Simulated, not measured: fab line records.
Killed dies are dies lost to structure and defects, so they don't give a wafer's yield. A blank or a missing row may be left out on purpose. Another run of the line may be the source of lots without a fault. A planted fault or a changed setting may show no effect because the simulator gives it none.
Chamber matching	flow n5-finfet	pecvd-01 running N5_FIN_SAQP_PECVD_47: 3 sister chambers
The step deposits a-Si from SiH4/He, target thk 45 nm, time 36.3 s. 16 wafers are shown with their chamber, then 8 later ones without.

EACH WAFER AND ITS CHAMBER
wafer	chamber	throttle-valve-pct (%)	showerhead-plenum-p-Torr (Torr)	heater-power-w (W)
L074.2	2	18.0	5.71	809
L074.3	0	19.4	5.60	707
L074.6	2	17.9	5.72	804
L075.3	2	17.8	5.71	843
L075.4	1	20.3	5.73	833
L075.5	2	17.8	5.70	861
L078.2	1	20.2	5.71	825
L078.5	2	17.8	5.70	883
L078.6	1	20.6	5.73	865
L080.1	1	20.4	5.72	864
L080.2	0	19.2	5.62	610
L080.6	0	18.9	5.60	626
L087.1	2	17.9	5.69	846
L087.5	0	19.1	5.61	621
L087.6	2	17.9	5.71	838
L093.4	1	20.5	5.72	819

SIGNATURES (means of the wafers above)
reading	chamber 0	chamber 1	chamber 2	scatter within a chamber
throttle-valve-pct	19.150	20.400	17.871	0.143
showerhead-plenum-p-Torr	5.6075	5.7220	5.7057	0.00931
heater-power-w	641.00	841.20	840.57	30.9
Rule: for each reading, subtract the chamber's mean from the wafer's reading, divide by that reading's scatter and square the result; add these up over the readings and take the root, which gives the wafer's distance from the chamber. The wafer belongs to the nearest chamber; if the next one is less than 2 further off, it can't be placed. The scatter: the root of (the sum of the squares of (reading less its chamber's mean) over the shown wafers, divided by (wafers less chambers)).

WAFERS WITH NO CHAMBER GIVEN
wafer	throttle-valve-pct (%)	showerhead-plenum-p-Torr (Torr)	heater-power-w (W)
L093.5	17.6	5.72	910
L093.6	19.2	5.62	590
L094.2	17.7	5.71	798
L094.4	18.0	5.72	783
L094.5	19.2	5.62	720
L095.1	18.8	5.62	714
L095.3	18.0	5.72	834
L095.6	17.8	5.71	863

CHAMBER TAKEN BY EACH
wafer	from the rows above	in truth
L093.5	2	2
L093.6	0	0
L094.2	2	2
L094.4	2	2
L094.5	0	0
L095.1	0	0
L095.3	2	2
L095.6	2	2
Placed correctly: 8 of 8. Not placeable from these rows: 0. 0 placed wrongly.
